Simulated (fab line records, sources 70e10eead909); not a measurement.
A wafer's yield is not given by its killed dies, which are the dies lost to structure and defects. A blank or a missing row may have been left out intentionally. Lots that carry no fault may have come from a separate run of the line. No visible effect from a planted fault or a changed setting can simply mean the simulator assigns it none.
The tool behind it: which one? ; flow nand harc ; 14 lots, 42 wafers sampled, at 5 steps of a route of 1302

## WHAT THE GAUGES READ, wafer by wafer
NHARC_A_ONON_D1_THK_MEAS_05: measures by ellipsometry.
lot;measured;on;thk nm (nm)
L180;day 7 16:10;film metro-02;996 994 995
L181;day 8 03:01;film metro-02;991 991 993
L182;day 8 20:17;film metro-01;997 996 997
L183;day 9 03:41;film metro-02;1000 999 1000
L184;day 9 13:07;film metro-01;994 994 996
L185;day 9 21:29;film metro-02;1001 1003 1004
L190;day 12 05:50;film metro-02;996 996 994
L192;day 12 14:53;film metro-02;1012 1011 1012
L194;day 13 23:13;film metro-01;1011 1010 1010
L198;day 15 04:39;film metro-02;984 984 984
L199;day 15 19:49;film metro-02;1015 1013 1016
L200;day 16 02:52;film metro-01;1004 1003 1005
L202;day 17 03:19;film metro-01;1009 1009 1009
L203;day 17 08:08;film metro-01;1017 1019 1019

NHARC_A_ONON_D1_THK_MEAS_30: measures by ellipsometry.
lot;measured;on;thk nm (nm)
L180;day 8 03:58;film metro-01;995 995 995
L181;day 8 14:35;film metro-01;995 995 994
L182;day 9 08:01;film metro-01;998 998 997
L183;day 9 17:41;film metro-01;1004 1004 1004
L184;day 10 05:00;film metro-01;995 996 994
L185;day 10 12:52;film metro-01;993 991 993
L190;day 12 17:30;film metro-02;668 994 995
L192;day 13 02:47;film metro-02;657 982 980
L194;day 14 11:41;film metro-01;1013 1013 1012
L198;day 15 16:24;film metro-02;998 997 997
L199;day 16 07:34;film metro-01;994 993 993
L200;day 16 14:37;film metro-01;1008 1007 1006
L202;day 17 15:04;film metro-02;987 987 988
L203;day 17 20:08;film metro-02;1000 1004 1003

NHARC_END_SORT_01.
lot;measured;on;killed at array;killed at other;killed at periphery;killed dies;killed open;killed short
L190;day 28 07:16;prober-02;674 58 42;2 5 0;1 6 2;677 69 44;6 5 4;2 2 2
L192;day 29 06:25;prober-02;672 65 45;2 0 1;3 1 5;677 66 51;3 3 6;2 2 6

## WHICH TOOL RAN EACH LOT (tool, then ch and the chambers of the sampled wafers, then the start)
lot;NHARC_P_BONDPAD_PRE_CLEAN_26;NHARC_A_ONON_D1_DEP_28
L180;pvd sputter-03, day 7 16:10 or earlier;pecvd onon-02 ch 0, day 8 03:28
L181;pvd sputter-01, day 8 03:01 or earlier;pecvd onon-01 ch 0, day 8 14:04
L182;pvd sputter-03, day 8 20:17 or earlier;pecvd onon-01 ch 0, day 9 07:31
L183;pvd sputter-01, day 9 03:41 or earlier;pecvd onon-01 ch 0, day 9 17:22
L184;pvd sputter-01, day 9 13:07 or earlier;pecvd onon-01 ch 0, day 10 04:29
L185;pvd sputter-01, day 9 21:29 or earlier;pecvd onon-04 ch 0, day 10 12:21
L190;pvd sputter-01, day 12 05:50 or earlier;pecvd onon-04 ch 0, day 12 16:59
L192;pvd sputter-02, day 12 14:53 or earlier;pecvd onon-04 ch 0, day 13 02:20
L194;pvd sputter-01, day 13 23:13 or earlier;pecvd onon-01 ch 0, day 14 11:10
L198;pvd sputter-03, day 15 04:39 or earlier;pecvd onon-01 ch 0, day 15 15:57
L199;pvd sputter-02, day 15 19:49 or earlier;pecvd onon-01 ch 0, day 16 07:04
L200;pvd sputter-03, day 16 02:52 or earlier;pecvd onon-01 ch 0, day 16 14:06
L202;pvd sputter-01, day 17 03:19 or earlier;pecvd onon-04 ch 0, day 17 14:37
L203;pvd sputter-02, day 17 08:08 or earlier;pecvd onon-01 ch 0, day 17 19:40
- NHARC_P_BONDPAD_PRE_CLEAN_26: time 30 s.
- NHARC_A_ONON_D1_DEP_28: target thk 1000 nm.

## AS READ BY THE TOOLS THEMSELVES (means over the sampled wafers that have a number; for cases with no such wafer, the mark the record gives instead)
NHARC_P_BONDPAD_PRE_CLEAN_26.
lot;tool;heater power w (W)
L180;pvd sputter-03;412
L181;pvd sputter-01;482
L182;pvd sputter-03;404
L183;pvd sputter-01;398
L184;pvd sputter-01;453
L185;pvd sputter-01;406
L190;pvd sputter-01;440
L192;pvd sputter-02;439
L194;pvd sputter-01;387
L198;pvd sputter-03;386
L199;pvd sputter-02;418
L200;pvd sputter-03;437
L202;pvd sputter-01;451
L203;pvd sputter-02;411

## THE ANSWER, worked out from the rows above alone
Rule: the lots themselves supply what counts as usual. The widest of any qualifying gaps counts: lots, ordered by their means at a reading, are off when they make up no more than a third of the lots, leave a main group of 4 or more, and stand apart from it by 3 or more times the standard deviation of that group's means. Not used: any main group whose means are identical at the precision the tables above print for the reading. Also off: a lot with no number at a reading for which 4 or more lots have one. Any other lot the step has rows for is counted as sound. First the gauges in route order, then the tools' own readings, where a lot's mean is used as printed above. At the first step where some lot is off, the reading lying furthest off is the one used; lots without a number count as furthest.
Off: L190, L192 (NHARC_A_ONON_D1_THK_MEAS_30, thk nm). The main group: mean 998 nm, standard deviation 6.8.
A tool fits if, at a process step before that reading, it ran every lot that is off, and no sound lot after the first of them. Those tools and the gauges at NHARC_A_ONON_D1_THK_MEAS_30 are tried in the same way. Because NHARC_P_BONDPAD_PRE_CLEAN_26 lacks a start for some lots, the hours and order of its lots are taken from NHARC_A_ONON_D1_THK_MEAS_05. Not one of the candidates tried fits.

## WHAT THE SIMULATOR PUT IN
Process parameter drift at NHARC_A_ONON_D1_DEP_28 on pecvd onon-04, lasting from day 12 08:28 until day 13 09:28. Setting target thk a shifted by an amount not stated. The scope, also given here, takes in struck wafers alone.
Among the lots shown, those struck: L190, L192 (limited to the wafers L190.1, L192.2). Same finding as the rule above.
